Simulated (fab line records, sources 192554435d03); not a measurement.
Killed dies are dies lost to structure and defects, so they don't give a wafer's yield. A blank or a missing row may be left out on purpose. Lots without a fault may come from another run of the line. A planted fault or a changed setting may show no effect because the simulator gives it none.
Split-lot experiment | flow n5_finfet | 7 lots, 21 wafers read, on a route of 1938 steps

THE SPLIT
At N5_BEOL_M4_ETCH_64 (etches SOC in N2/H2, target depth 75 nm, overetch 22.5 nm, time 121.9 s), the setting bias_w was moved away from the recipe's 150 W on 7 of the 21 wafers read, by -9.7% to +11.5%. The other wafers ran this setting at the recipe's value.

The reading is taken at the split's own step.

THE READING
rf_vpp_V, in V, at N5_BEOL_M4_ETCH_64 (etches SOC in N2/H2, target depth 75 nm, overetch 22.5 nm, time 121.9 s). Fault-free wafers of this fab line usually give 524.7 V, standard deviation 3 V.

wafer  | tool, chamber at the split | bias_w as run, W | against the recipe | rf_vpp_V, V | against lot-mates on the recipe
L076.1 | rie_diel-04, 2             | 150              | recipe             | 524.2       | -
L076.4 | rie_diel-04, 1             | 163.7            | +9.1%              | 558.4       | +34.2
L076.5 | rie_diel-04, 0             | 163.7            | +9.1%              | 553.4       | +29.2
L079.3 | rie_diel-03, 0             | 135.5            | -9.7%              | 488.9       | -34.3
L079.4 | rie_diel-03, 2             | 150              | recipe             | 518.2       | -
L079.6 | rie_diel-03, 1             | 150              | recipe             | 528.1       | -
L080.4 | rie_diel-04, 2             | 150              | recipe             | 525.1       | -
L080.5 | rie_diel-04, 2             | 150              | recipe             | 524.5       | -
L080.6 | rie_diel-04, 3             | 150              | recipe             | 529.6       | -
L084.1 | rie_diel-04, 0             | 150              | recipe             | 520.6       | -
L084.4 | rie_diel-04, 3             | 150              | recipe             | 527.6       | -
L084.5 | rie_diel-04, 2             | 159.2            | +6.1%              | 544.1       | +20.0
L090.1 | rie_diel-04, 1             | 150              | recipe             | 526.7       | -
L090.2 | rie_diel-04, 2             | 150              | recipe             | 524.4       | -
L090.4 | rie_diel-04, 3             | 165.5            | +10.3%             | 563.2       | +37.7
L095.1 | rie_diel-01, 0             | 150              | recipe             | 524.1       | -
L095.2 | rie_diel-01, 3             | 150              | recipe             | 520.7       | -
L095.4 | rie_diel-01, 2             | 150              | recipe             | 528.8       | -
L097.1 | rie_diel-01, 1             | 150              | recipe             | 528.8       | -
L097.5 | rie_diel-01, 1             | 167.2            | +11.5%             | 565.0       | +36.2
L097.6 | rie_diel-01, 2             | 167.2            | +11.5%             | 564.2       | +35.4

THE FIT
A straight line over all 21 wafers: rf_vpp_V changes by +3.51 V for each +1% of bias_w; r = +0.99; the points scatter about the line by 3.1 V.
The same after taking each lot's own level away (the mean of its wafers on the recipe; 21 wafers): +3.37 V for each +1%; r = +0.99; scatter 3 V.
On that fit, the largest move of bias_w shifts the reading by 39 V.
The lots' own levels span 523.15 to 528.80 V, that is 1.9 times the standard deviation above.
So the lot-to-lot level changes the slope little: the two slopes agree.
Check: with one of the wafers moved furthest among these (+11.5%) left out of the fit, the line predicts +39.1 V for it against its lot-mates. It came out at +36.2 V against them.
Tool readings at the split's step, against how far the setting was moved: rf_vpp_V r = +0.99.

OTHER SPLITS ON THESE WAFERS
These wafers also went through other splits before the reading. Each is held against what the fit with the lots' levels taken away leaves over:
other split on the same wafers            | wafers away from the commonest value | r with rf_vpp_V (lot level and that fit taken away)
N5_MOL_CONTACT_COAG_COAT_63 spin_rpm      | 5                                    | +0.15
N5_BEOL_M0_SAQP_COAT_105 spin_rpm         | 7                                    | +0.16
N5_BEOL_M0_SAQP_COAT_34 spin_rpm          | 4                                    | -0.05
N5_BEOL_M0_TRENCH_ETCH_107 target_depth_a | 7                                    | -0.01
N5_BEOL_M1_ETCH_64 time_s                 | 5                                    | -0.09
N5_BEOL_M1_COAT_22 spin_rpm               | 11                                   | -0.10
N5_BEOL_M3_COAT_22 spin_rpm               | 8                                    | -0.26

THE WHOLE CHAIN: every reading that the file lists as answering this split, in the file's order
step               | what it does                                                            | reading                                                                          | change (the file's fit)               | r (the file's)
N5_BEOL_M4_ETCH_64 | etches SOC in N2/H2, target depth 75 nm, overetch 22.5 nm, time 121.9 s | rf_vpp_V                                                                         | +3.41 V for each +1% of the setting   | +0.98
N5_BEOL_M4_ETCH_64 | etches SOC in N2/H2, target depth 75 nm, overetch 22.5 nm, time 121.9 s | SiARC_of_BEOL_M4_COAT_62.thk_nm (the simulator's own value, which no gauge read) | -0.067 nm for each +1% of the setting | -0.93

THE FILE'S OWN FIT
rf_vpp_V changes by +3.41 V for each +1% of bias_w, r = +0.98.
